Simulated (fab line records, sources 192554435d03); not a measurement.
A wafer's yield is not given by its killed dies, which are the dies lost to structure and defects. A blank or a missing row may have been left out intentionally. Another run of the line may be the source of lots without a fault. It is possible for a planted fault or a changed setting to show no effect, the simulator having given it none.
Chamber matching | flow n5_finfet | 4 sister chambers for N5_BEOL_M1_ALD_98 on ald_sin-03
The step deposits SiO2, target thk 2.5 nm, pulse time 1 s, co reactant pulse time 1 s. 14 wafers are shown with their chamber, then 7 later ones without.

== WAFERS PAIRED WITH THEIR CHAMBERS ==
wafer  | chamber | heater_power_w (W) | precursor_pulse_height_rel
L079.1 | 3       | 75                 | 0.977
L079.2 | 2       | 62                 | 1.016
L079.6 | 2       | 64                 | 1.009
L082.2 | 3       | 76                 | 0.976
L082.3 | 1       | 67                 | 1.029
L082.4 | 2       | 63                 | 1.012
L085.2 | 3       | 76                 | 0.996
L085.4 | 0       | 85                 | 0.987
L085.6 | 3       | 76                 | 1.026
L090.1 | 3       | 75                 | 1.019
L090.3 | 1       | 68                 | 1.032
L090.6 | 1       | 65                 | 0.991
L093.2 | 3       | 76                 | 0.991
L093.3 | 1       | 66                 | 1.003

SIGNATURES (means of the wafers above)
reading                    | chamber 0 | chamber 1 | chamber 2 | chamber 3 | scatter within a chamber
heater_power_w             | 85.00     | 66.50     | 63.00     | 75.67     | 0.913
precursor_pulse_height_rel | 0.98700   | 1.01375   | 1.01233   | 0.99750   | 0.0185
Rule: a wafer lies at a distance from a chamber equal to the root of the sum of squares, over the readings, of (its reading less the chamber's mean, divided by the reading's scatter). The wafer belongs to the nearest chamber; if the next one is less than 2 further off, it can't be placed. How the scatter is found: for the shown wafers, subtract from each reading the mean of its chamber, square and add these, divide the total by (wafers less chambers), then take the root.

== WAFERS WHOSE CHAMBER IS MISSING ==
wafer  | heater_power_w (W) | precursor_pulse_height_rel
L093.6 | 62                 | 1.000
L086.3 | 61                 | 0.992
L086.4 | 68                 | 0.971
L086.5 | 63                 | 1.022
L096.1 | 75                 | 0.995
L096.4 | 69                 | 1.008
L096.5 | 75                 | 0.973

== THE CHAMBER EACH PASSED THROUGH ==
wafer  | from the rows above | in truth
L093.6 | 2                   | 2
L086.3 | 2                   | 2
L086.4 | 1                   | 1
L086.5 | 2                   | 2
L096.1 | 3                   | 3
L096.4 | 1                   | 1
L096.5 | 3                   | 3
Placed correctly: 7 of 7. From these rows, 0 cannot be placed. Placed wrongly: 0.
